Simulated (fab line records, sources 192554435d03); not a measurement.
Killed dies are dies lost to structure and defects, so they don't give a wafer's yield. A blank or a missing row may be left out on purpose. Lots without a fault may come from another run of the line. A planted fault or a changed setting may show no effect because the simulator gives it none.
Chamber matching | flow n5_finfet | N5_BEOL_M5_DESCUM_33 on rie_diel-02: 4 sister chambers
The step chemistry O2, time 7 s. 16 wafers are shown with their chamber, then 8 later ones without.

WAFERS WITH THEIR CHAMBER
wafer  | chamber | oes_product_au (a.u.) | throttle_valve_pct (%) | showerhead_plenum_p_Torr (Torr)
L075.1 | 1       | 0.69                  | 20.79                  | 1.98
L075.2 | 0       | 0.93                  | 20.22                  | 2.04
L075.5 | 3       | 0.68                  | 20.57                  | 1.99
L077.1 | 0       | 0.93                  | 20.24                  | 2.04
L077.5 | 0       | 0.93                  | 20.22                  | 2.04
L077.6 | 1       | 0.70                  | 20.79                  | 1.98
L078.1 | 3       | 0.68                  | 20.59                  | 1.98
L078.3 | 2       | 0.94                  | 20.36                  | 2.04
L078.6 | 0       | 0.92                  | 20.22                  | 2.04
L079.3 | 3       | 0.67                  | 20.58                  | 1.98
L079.4 | 1       | 0.69                  | 20.78                  | 1.98
L079.6 | 0       | 0.93                  | 20.22                  | 2.04
L080.3 | 2       | 0.94                  | 20.37                  | 2.04
L080.4 | 1       | 0.70                  | 20.78                  | 1.98
L080.5 | 1       | 0.69                  | 20.80                  | 1.98
L081.2 | 2       | 0.94                  | 20.37                  | 2.04

SIGNATURES (means of the wafers above)
reading                  | chamber 0 | chamber 1 | chamber 2 | chamber 3 | scatter within a chamber
oes_product_au           | 0.9280    | 0.6940    | 0.9400    | 0.6767    | 0.00471
throttle_valve_pct       | 20.2240   | 20.7880   | 20.3667   | 20.5800   | 0.0085
showerhead_plenum_p_Torr | 2.0400    | 1.9800    | 2.0400    | 1.9833    | 0.00236
Rule: a wafer's distance from a chamber is the root of the sum, over the readings, of the square of ((its reading less the chamber's mean) divided by the reading's scatter). The wafer belongs to the nearest chamber; if the next one is less than 2 further off, it can't be placed. The scatter: the root of (the sum of the squares of (reading less its chamber's mean) over the shown wafers, divided by (wafers less chambers)).

WAFERS WITHOUT THEIR CHAMBER
wafer  | oes_product_au (a.u.) | throttle_valve_pct (%) | showerhead_plenum_p_Torr (Torr)
L081.4 | 0.92                  | 20.23                  | 2.04
L081.5 | 0.69                  | 20.78                  | 1.98
L092.4 | 0.87                  | 20.26                  | 2.03
L092.5 | 0.87                  | 20.42                  | 2.03
L092.6 | 0.99                  | 20.19                  | 2.24
L095.2 | 0.95                  | 20.20                  | 2.24
L095.3 | 0.86                  | 20.44                  | 2.03
L095.4 | 0.87                  | 20.28                  | 2.03

WHICH CHAMBER EACH WENT THROUGH
wafer  | from the rows above | in truth
L081.4 | 0                   | 0
L081.5 | 1                   | 1
L092.4 | 0                   | 0
L092.5 | 2                   | 2
L092.6 | 0                   | 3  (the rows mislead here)
L095.2 | 0                   | 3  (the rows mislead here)
L095.3 | 2                   | 2
L095.4 | 0                   | 0
Placed correctly: 6 of 8. Can't be placed from these rows: 0. Placed wrongly: 2.
